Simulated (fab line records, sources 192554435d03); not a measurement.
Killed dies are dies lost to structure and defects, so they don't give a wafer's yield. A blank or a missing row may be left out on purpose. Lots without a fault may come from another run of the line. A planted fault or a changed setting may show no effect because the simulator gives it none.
Which tool did it? | flow n5_finfet | 23 lots, 69 wafers sampled, at 6 steps of a route of 1938

WHAT THE GAUGES READ, wafer by wafer
The record holds no reading of a measuring or inspecting step that can be judged against a usual standard deviation.

WHICH TOOL RAN EACH LOT (tool, then ch and the chambers of the sampled wafers, then the start)
lot  | N5_SDB_STRIP_21                   | N5_SDB_STRIP_22                     | N5_HKMG_FIN_STRIP_93              | N5_HKMG_FIN_CMP_23            | N5_HKMG_FIN_CMP_94            | N5_GATE_CUT_ETCH_58
L074 | rie_diel-02 ch 0,1,3, day 3 17:23 | plasma_asher-02 ch 0,1, day 3 17:29 | rie_diel-06 ch 0,1, day 4 00:28   | cmp-03 ch 1,3, day 4 06:52    | cmp-03 ch 1,3, day 4 07:17    | rie_diel-05 ch 1,2, day 4 07:57
L075 | rie_diel-02 ch 0,1,2, day 4 03:32 | plasma_asher-02 ch 0,1, day 4 03:38 | rie_diel-06 ch 0,1, day 4 09:58   | cmp-03 ch 1,3, day 4 17:22    | cmp-03 ch 1,3, day 4 17:47    | rie_diel-04 ch 0,1,3, day 4 18:42
L076 | rie_diel-03 ch 1,3, day 4 06:53   | plasma_asher-01 ch 0,1, day 4 06:59 | rie_diel-06 ch 0,3, day 4 12:53   | cmp-01 ch 1,2,3, day 4 20:07  | cmp-01 ch 1,2,3, day 4 20:35  | rie_diel-01 ch 0,1,2, day 4 21:16
L077 | rie_diel-06 ch 0,1,3, day 4 13:08 | plasma_asher-01 ch 0,1, day 4 13:18 | rie_diel-03 ch 1,2, day 4 20:09   | cmp-03 ch 1,2,3, day 5 03:28  | cmp-03 ch 1,2,3, day 5 03:53  | rie_diel-05 ch 0,3, day 5 04:25
L078 | rie_diel-03 ch 0,1,3, day 4 17:58 | plasma_asher-01 ch 0,1, day 4 18:04 | rie_diel-03 ch 0,2, day 5 01:35   | cmp-01 ch 0,1,3, day 5 08:24  | cmp-01 ch 0,1,3, day 5 08:53  | rie_diel-01 ch 1,3, day 5 09:38
L079 | rie_diel-03 ch 2,3, day 5 02:33   | plasma_asher-01 ch 0,1, day 5 02:39 | rie_diel-02 ch 1,2, day 5 08:26   | cmp-02 ch 0,1,2, day 5 14:55  | cmp-02 ch 0,1,2, day 5 15:15  | rie_diel-01 ch 0,1, day 5 15:43
L080 | rie_diel-03 ch 2,3, day 5 06:49   | plasma_asher-01 ch 0,1, day 5 06:55 | rie_diel-03 ch 0,2, day 5 13:03   | cmp-01 ch 1,3, day 5 19:31    | cmp-01 ch 1,3, day 5 20:00    | rie_diel-05 ch 0,1, day 5 20:44
L082 | rie_diel-06 ch 0,1,2, day 5 18:10 | plasma_asher-02 ch 0,1, day 5 18:16 | rie_diel-02 ch 0,1,3, day 6 00:17 | cmp-01 ch 1,2,3, day 6 06:29  | cmp-01 ch 1,2,3, day 6 06:58  | rie_diel-05 ch 0,1,3, day 6 07:31
L083 | rie_diel-06 ch 0,1,2, day 5 22:59 | plasma_asher-01 ch 0,1, day 5 23:07 | rie_diel-03 ch 0,1,3, day 6 05:00 | cmp-02 ch 0,3, day 6 11:25    | cmp-02 ch 0,3, day 6 11:53    | rie_diel-01 ch 0,1,2, day 6 12:29
L084 | rie_diel-02 ch 2,3, day 6 06:22   | plasma_asher-01 ch 0,1, day 6 06:28 | rie_diel-06 ch 0,2, day 6 12:49   | cmp-01 ch 0,2, day 6 19:22    | cmp-01 ch 0,2, day 6 19:51    | rie_diel-04 ch 0,1,2, day 6 20:31
L085 | rie_diel-06 ch 0,1, day 6 13:34   | plasma_asher-01 ch 0,1, day 6 13:40 | rie_diel-06 ch 0,1,2, day 6 19:53 | cmp-01 ch 0,3, day 7 02:14    | cmp-01 ch 0,3, day 7 02:43    | rie_diel-01 ch 0,2, day 7 03:16
L086 | rie_diel-03 ch 0,2,3, day 6 20:26 | plasma_asher-01 ch 1, day 6 20:32   | rie_diel-03 ch 0,1,3, day 7 02:47 | cmp-03 ch 0,2, day 7 09:29    | cmp-03 ch 0,2, day 7 09:55    | rie_diel-01 ch 0,1,3, day 7 10:26
L087 | rie_diel-03 ch 0,3, day 7 01:23   | plasma_asher-02 ch 0,1, day 7 01:29 | rie_diel-06 ch 0,2, day 7 09:01   | cmp-02 ch 1,2, day 7 15:26    | cmp-02 ch 1,2, day 7 15:55    | rie_diel-04 ch 0,2,3, day 7 16:29
L088 | rie_diel-02 ch 0,1, day 7 08:28   | plasma_asher-02 ch 0,1, day 7 08:34 | rie_diel-03 ch 1,2, day 7 15:15   | cmp-01 ch 0,1,2, day 7 21:41  | cmp-01 ch 0,1,2, day 7 22:01  | rie_diel-04 ch 1,2, day 7 22:31
L089 | rie_diel-03 ch 0,1,3, day 7 10:49 | plasma_asher-02 ch 0,1, day 7 10:57 | rie_diel-02 ch 2,3, day 7 18:23   | cmp-03 ch 1,2,3, day 8 00:52  | cmp-03 ch 1,2,3, day 8 01:20  | rie_diel-01 ch 0,1, day 8 01:53
L090 | rie_diel-02 ch 1,2,3, day 7 20:04 | plasma_asher-02 ch 0,1, day 7 20:10 | rie_diel-03 ch 0,3, day 8 01:55   | cmp-03 ch 0,1,2, day 8 08:58  | cmp-03 ch 0,1,2, day 8 09:20  | rie_diel-04 ch 0,2,3, day 8 09:50
L091 | rie_diel-02 ch 0,1,3, day 8 01:11 | plasma_asher-02 ch 0,1, day 8 01:17 | rie_diel-03 ch 0,2,3, day 8 07:11 | cmp-01 ch 0,2,3, day 8 13:49  | cmp-01 ch 0,2,3, day 8 14:17  | rie_diel-05 ch 1,2,3, day 8 14:50
L092 | rie_diel-02 ch 1,2,3, day 8 05:48 | plasma_asher-02 ch 0,1, day 8 05:54 | rie_diel-06 ch 0,2,3, day 8 11:40 | cmp-01 ch 0,2,3, day 8 18:05  | cmp-01 ch 0,2,3, day 8 18:34  | rie_diel-05 ch 1,2,3, day 8 19:26
L093 | rie_diel-02 ch 0,1,3, day 8 09:49 | plasma_asher-01 ch 0,1, day 8 09:58 | rie_diel-02 ch 0,3, day 8 16:29   | cmp-03 ch 0,2,3, day 8 23:31  | cmp-03 ch 0,2,3, day 8 23:59  | rie_diel-04 ch 0,2,3, day 9 00:33
L094 | rie_diel-06 ch 1,3, day 8 17:17   | plasma_asher-01 ch 1, day 8 17:23   | rie_diel-06 ch 0,1,3, day 8 23:37 | cmp-03 ch 0,1, day 9 06:04    | cmp-03 ch 0,1, day 9 06:29    | rie_diel-05 ch 2,3, day 9 07:01
L095 | rie_diel-06 ch 0,2,3, day 9 01:47 | plasma_asher-02 ch 0,1, day 9 01:56 | rie_diel-06 ch 0,2,3, day 9 07:51 | cmp-03 ch 0,3, day 9 14:31    | cmp-03 ch 0,3, day 9 15:00    | rie_diel-01 ch 0,1,2, day 9 15:34
L096 | rie_diel-06 ch 2,3, day 9 06:22   | plasma_asher-01 ch 0,1, day 9 06:29 | rie_diel-02 ch 0,2,3, day 9 13:42 | cmp-03 ch 1,2,3, day 9 20:30  | cmp-03 ch 1,2,3, day 9 20:53  | rie_diel-04 ch 0,2, day 9 21:23
L097 | rie_diel-02 ch 0,2,3, day 9 14:17 | plasma_asher-01 ch 0,1, day 9 14:23 | rie_diel-03 ch 1,2,3, day 9 20:27 | cmp-03 ch 0,2,3, day 10 03:07 | cmp-03 ch 0,2,3, day 10 03:35 | rie_diel-04 ch 0,2, day 10 04:09
- N5_SDB_STRIP_21: strips in CF4.
- N5_SDB_STRIP_22: strips in N2/H2.
- N5_HKMG_FIN_STRIP_93: strips SOC in N2/H2, time 20 s.
- N5_HKMG_FIN_CMP_23: polishes, stops on SiNx, t overpolish 10 s, target thk 46.326 nm.
- N5_HKMG_FIN_CMP_94: polishes, stops on SiNx, t overpolish 4.7 s, target thk 43.299 nm.
- N5_GATE_CUT_ETCH_58: etches SiNx in CH3F/O2, target depth 17 nm, time 128.6 s.

WHAT THE TOOLS THEMSELVES READ (means of the sampled wafers that have a number; where no wafer has one, the mark that the record gives instead)
N5_SDB_STRIP_21.
lot  | tool        | drypump_motor_current_A (A) | oes_product_au (a.u.) | rf_vpp_V (V) | showerhead_plenum_p_Torr (Torr) | throttle_valve_pct (%)
L074 | rie_diel-02 | 5.7                         | 0.74                  | 271.0        | 1.82                            | 13.64
L075 | rie_diel-02 | 5.9                         | 0.69                  | 272.3        | 1.80                            | 13.80
L076 | rie_diel-03 | 5.6                         | 0.83                  | 271.9        | 1.78                            | 13.43
L077 | rie_diel-06 | 6.0                         | 0.85                  | 272.4        | 1.84                            | 13.25
L078 | rie_diel-03 | 5.8                         | 0.81                  | 270.2        | 1.78                            | 13.61
L079 | rie_diel-03 | 5.5                         | 0.92                  | 273.0        | 1.87                            | 13.43
L080 | rie_diel-03 | 5.6                         | 0.90                  | 272.9        | 1.85                            | 13.31
L082 | rie_diel-06 | 5.8                         | 0.86                  | 272.0        | 1.81                            | 13.15
L083 | rie_diel-06 | 5.8                         | 0.85                  | 271.7        | 1.81                            | 13.17
L084 | rie_diel-02 | 5.1                         | 0.78                  | 270.2        | 1.80                            | 13.33
L085 | rie_diel-06 | 6.1                         | 0.82                  | 271.2        | 1.79                            | 13.34
L086 | rie_diel-03 | 5.7                         | 0.86                  | 272.4        | 1.84                            | 13.52
L087 | rie_diel-03 | 5.7                         | 0.84                  | 271.5        | 1.81                            | 13.40
L088 | rie_diel-02 | 5.9                         | 0.76                  | 271.5        | 1.81                            | 13.68
L089 | rie_diel-03 | 5.8                         | 0.86                  | 272.6        | 1.84                            | 13.46
L090 | rie_diel-02 | 5.4                         | 0.72                  | 271.1        | 1.80                            | 13.52
L091 | rie_diel-02 | 5.7                         | 0.80                  | 271.8        | 1.81                            | 13.52
L092 | rie_diel-02 | 5.4                         | 0.71                  | 270.7        | 1.80                            | 13.54
L093 | rie_diel-02 | 5.7                         | 0.79                  | 271.5        | 1.81                            | 13.53
L094 | rie_diel-06 | 6.0                         | 0.79                  | 270.7        | 1.79                            | 13.48
L095 | rie_diel-06 | 5.7                         | 0.83                  | 273.2        | 1.86                            | 13.17
L096 | rie_diel-06 | 5.6                         | 0.83                  | 273.3        | 1.85                            | 13.26
L097 | rie_diel-02 | 5.6                         | 0.79                  | 271.0        | 1.78                            | 13.55

N5_SDB_STRIP_22.
lot  | tool            | drypump_motor_current_A (A) | heater_power_w (W) | oes_product_au (a.u.) | strip_time_to_endpoint_s (s)
L074 | plasma_asher-02 | 5.93                        | 304                | 0.719                 | 96.5
L075 | plasma_asher-02 | 5.86                        | 325                | 0.712                 | 96.8
L076 | plasma_asher-01 | 5.29                        | 369                | 0.713                 | 96.0
L077 | plasma_asher-01 | 5.30                        | 374                | 0.710                 | 95.9
L078 | plasma_asher-01 | 5.29                        | 368                | 0.715                 | 96.7
L079 | plasma_asher-01 | 5.34                        | 357                | 0.717                 | 96.1
L080 | plasma_asher-01 | 5.30                        | 374                | 0.715                 | 96.4
L082 | plasma_asher-02 | 5.86                        | 327                | 0.720                 | 95.9
L083 | plasma_asher-01 | 5.30                        | 369                | 0.712                 | 96.4
L084 | plasma_asher-01 | 5.32                        | 360                | 0.717                 | 96.1
L085 | plasma_asher-01 | 5.32                        | 354                | 0.714                 | 96.7
L086 | plasma_asher-01 | 5.36                        | 356                | 0.714                 | 96.3
L087 | plasma_asher-02 | 5.91                        | 309                | 0.710                 | 96.0
L088 | plasma_asher-02 | 5.94                        | 307                | 0.710                 | 96.3
L089 | plasma_asher-02 | 5.94                        | 302                | 0.715                 | 96.2
L090 | plasma_asher-02 | 5.94                        | 307                | 0.718                 | 96.0
L091 | plasma_asher-02 | 5.92                        | 305                | 0.714                 | 95.7
L092 | plasma_asher-02 | 5.86                        | 323                | 0.715                 | 96.3
L093 | plasma_asher-01 | 5.34                        | 359                | 0.711                 | 95.9
L094 | plasma_asher-01 | 5.37                        | 346                | 0.713                 | 95.7
L095 | plasma_asher-02 | 5.85                        | 324                | 0.714                 | 95.3
L096 | plasma_asher-01 | 5.32                        | 364                | 0.713                 | 95.7
L097 | plasma_asher-01 | 5.30                        | 367                | 0.714                 | 96.1

N5_HKMG_FIN_STRIP_93.
lot  | tool        | drypump_motor_current_A (A) | oes_product_au (a.u.) | rf_vpp_V (V) | showerhead_plenum_p_Torr (Torr) | throttle_valve_pct (%)
L074 | rie_diel-06 | 6.1                         | 0.86                  | 54.7         | 3.36                            | 18.7
L075 | rie_diel-06 | 6.1                         | 0.86                  | 53.5         | 3.36                            | 18.7
L076 | rie_diel-06 | 6.1                         | 0.90                  | 55.3         | 3.57                            | 18.7
L077 | rie_diel-03 | 5.6                         | 0.79                  | 54.1         | 3.31                            | 19.1
L078 | rie_diel-03 | 5.9                         | 0.89                  | 55.4         | 3.46                            | 19.7
L079 | rie_diel-02 | 5.6                         | 0.69                  | 54.1         | 3.35                            | 19.2
L080 | rie_diel-03 | 5.7                         | 0.92                  | 54.9         | 3.53                            | 19.7
L082 | rie_diel-02 | 5.7                         | 0.84                  | 54.4         | 3.39                            | 19.1
L083 | rie_diel-03 | 5.8                         | 0.90                  | 53.4         | 3.46                            | 19.1
L084 | rie_diel-06 | 5.8                         | 0.88                  | 54.8         | 3.53                            | 18.8
L085 | rie_diel-06 | 5.8                         | 0.85                  | 54.8         | 3.41                            | 18.8
L086 | rie_diel-03 | 5.8                         | 0.89                  | 54.3         | 3.46                            | 19.1
L087 | rie_diel-06 | 5.8                         | 0.86                  | 54.6         | 3.52                            | 18.8
L088 | rie_diel-03 | 5.5                         | 0.92                  | 54.6         | 3.57                            | 19.3
L089 | rie_diel-02 | 5.1                         | 0.78                  | 54.6         | 3.37                            | 19.0
L090 | rie_diel-03 | 6.0                         | 0.82                  | 54.1         | 3.39                            | 19.6
L091 | rie_diel-03 | 5.7                         | 0.86                  | 53.8         | 3.46                            | 19.5
L092 | rie_diel-06 | 5.7                         | 0.86                  | 54.1         | 3.51                            | 18.8
L093 | rie_diel-02 | 5.4                         | 0.85                  | 54.3         | 3.37                            | 19.0
L094 | rie_diel-06 | 6.0                         | 0.83                  | 54.5         | 3.44                            | 18.7
L095 | rie_diel-06 | 5.7                         | 0.85                  | 53.8         | 3.50                            | 18.8
L096 | rie_diel-02 | 5.6                         | 0.80                  | 54.5         | 3.33                            | 19.2
L097 | rie_diel-03 | 5.6                         | 0.88                  | 54.7         | 3.51                            | 19.1

N5_HKMG_FIN_CMP_23.
lot  | tool   | motor_current_A (A) | overpolish_run_s (s) | pad_life_wafers | time_to_endpoint_s (s)
L074 | cmp-03 | 12.9                | 9.991                | 1748            | 10.6
L075 | cmp-03 | 12.8                | 9.990                | 1844            | 13.9
L076 | cmp-01 | 13.6                | 10.001               | 817             | 11.2
L077 | cmp-03 | 12.8                | 9.988                | 1910            | 10.2
L078 | cmp-01 | 14.6                | 9.996                | 914             | 12.1
L079 | cmp-02 | 12.7                | 9.995                | 1323            | 13.4
L080 | cmp-01 | 13.9                | 10.003               | 1021            | 10.1
L082 | cmp-01 | 13.8                | 10.000               | 1112            | 11.7
L083 | cmp-02 | 11.1                | 10.001               | 1488            | 14.0
L084 | cmp-01 | 13.4                | 9.996                | 1237            | 11.6
L085 | cmp-01 | 14.4                | 9.999                | 1286            | 12.3
L086 | cmp-03 | 11.7                | 9.998                | 230             | 10.9
L087 | cmp-02 | 12.9                | 9.998                | 1700            | 13.3
L088 | cmp-01 | 14.1                | 10.006               | 1437            | 11.6
L089 | cmp-03 | 12.9                | 9.998                | 326             | 11.7
L090 | cmp-03 | 13.2                | 10.002               | 380             | 9.5
L091 | cmp-01 | 14.0                | 9.995                | 1555            | 12.5
L092 | cmp-01 | 13.7                | 10.003               | 1591            | 10.1
L093 | cmp-03 | 11.4                | 9.997                | 476             | 13.4
L094 | cmp-03 | 13.5                | 10.000               | 524             | 13.4
L095 | cmp-03 | 11.4                | 9.991                | 594             | 13.3
L096 | cmp-03 | 13.1                | 9.998                | 632             | 13.2
L097 | cmp-03 | 11.6                | 10.005               | 686             | 12.1

N5_HKMG_FIN_CMP_94.
lot  | tool   | motor_current_A (A) | pad_life_wafers
L074 | cmp-03 | 12.7                | 1754
L075 | cmp-03 | 12.8                | 1850
L076 | cmp-01 | 13.9                | 823
L077 | cmp-03 | 12.5                | 1916
L078 | cmp-01 | 14.2                | 920
L079 | cmp-02 | 12.6                | 1329
L080 | cmp-01 | 14.3                | 1027
L082 | cmp-01 | 13.8                | 1118
L083 | cmp-02 | 10.8                | 1494
L084 | cmp-01 | 13.7                | 1243
L085 | cmp-01 | 14.6                | 1292
L086 | cmp-03 | 11.8                | 236
L087 | cmp-02 | 13.4                | 1706
L088 | cmp-01 | 14.1                | 1443
L089 | cmp-03 | 12.7                | 332
L090 | cmp-03 | 12.8                | 386
L091 | cmp-01 | 13.8                | 1561
L092 | cmp-01 | 13.9                | 1597
L093 | cmp-03 | 11.4                | 482
L094 | cmp-03 | 13.4                | 530
L095 | cmp-03 | 11.7                | 600
L096 | cmp-03 | 12.8                | 638
L097 | cmp-03 | 11.4                | 692

N5_GATE_CUT_ETCH_58.
lot  | tool        | drypump_motor_current_A (A) | oes_product_au (a.u.) | rf_vpp_V (V) | showerhead_plenum_p_Torr (Torr) | throttle_valve_pct (%)
L074 | rie_diel-05 | 5.4                         | 0.76                  | 98.1         | 1.98                            | 16.25
L075 | rie_diel-04 | 5.8                         | 0.74                  | 99.6         | 2.05                            | 16.31
L076 | rie_diel-01 | 5.8                         | 0.84                  | 99.2         | 2.04                            | 16.18
L077 | rie_diel-05 | 5.9                         | 0.83                  | 99.6         | 2.08                            | 16.19
L078 | rie_diel-01 | 5.4                         | 0.90                  | 98.6         | 2.03                            | 16.01
L079 | rie_diel-01 | 6.3                         | 0.89                  | 99.7         | 2.08                            | 16.01
L080 | rie_diel-05 | 5.7                         | 0.80                  | 99.5         | 2.05                            | 16.16
L082 | rie_diel-05 | 5.9                         | 0.79                  | 98.8         | 2.02                            | 16.39
L083 | rie_diel-01 | 5.9                         | 0.92                  | 99.7         | 2.04                            | 16.06
L084 | rie_diel-04 | 6.2                         | 0.75                  | 98.8         | 2.01                            | 16.50
L085 | rie_diel-01 | 6.3                         | 0.91                  | 98.5         | 2.06                            | 16.18
L086 | rie_diel-01 | 5.8                         | 0.87                  | 99.4         | 2.06                            | 16.14
L087 | rie_diel-04 | 6.1                         | 0.72                  | 99.3         | 2.02                            | 16.50
L088 | rie_diel-04 | 6.2                         | 0.76                  | 98.1         | 1.97                            | 16.59
L089 | rie_diel-01 | 6.3                         | 0.86                  | 99.6         | 2.08                            | 16.06
L090 | rie_diel-04 | 6.1                         | 0.71                  | 98.7         | 2.01                            | 16.51
L091 | rie_diel-05 | 5.8                         | 0.76                  | 98.5         | 1.98                            | 16.47
L092 | rie_diel-05 | 5.8                         | 0.76                  | 99.0         | 1.98                            | 16.48
L093 | rie_diel-04 | 6.1                         | 0.71                  | 99.4         | 2.01                            | 16.51
L094 | rie_diel-05 | 5.6                         | 0.76                  | 99.3         | 2.00                            | 16.36
L095 | rie_diel-01 | 5.8                         | 0.87                  | 99.6         | 2.03                            | 16.09
L096 | rie_diel-04 | 6.4                         | 0.72                  | 98.5         | 1.98                            | 16.68
L097 | rie_diel-04 | 6.5                         | 0.70                  | 99.2         | 2.01                            | 16.61

THE ANSWER, worked out from the rows above alone
Rule: what is usual is taken from the lots themselves. Put in order of their means at a reading, lots are off if they are a third of the lots or fewer, leave a main group of 4 or more, and stand apart from it by a gap of 3 or more times the standard deviation of the main group's means; of several such gaps the widest counts. A main group whose means are all the same, to the digits that the tables above print for the reading, isn't used. A lot without any number at a reading at which 4 lots or more have one is off too. The other lots that the step has rows for count as sound. The gauges are gone through in route order, then the tools' own readings, and for those a lot's mean is taken as printed above. The first step at which some lot is off is used, and at that step the reading that is off furthest; a lot without a number counts as furthest.
No lot is off at any reading shown: from this, nothing can be told.

WHAT THE SIMULATOR HAD PUT IN
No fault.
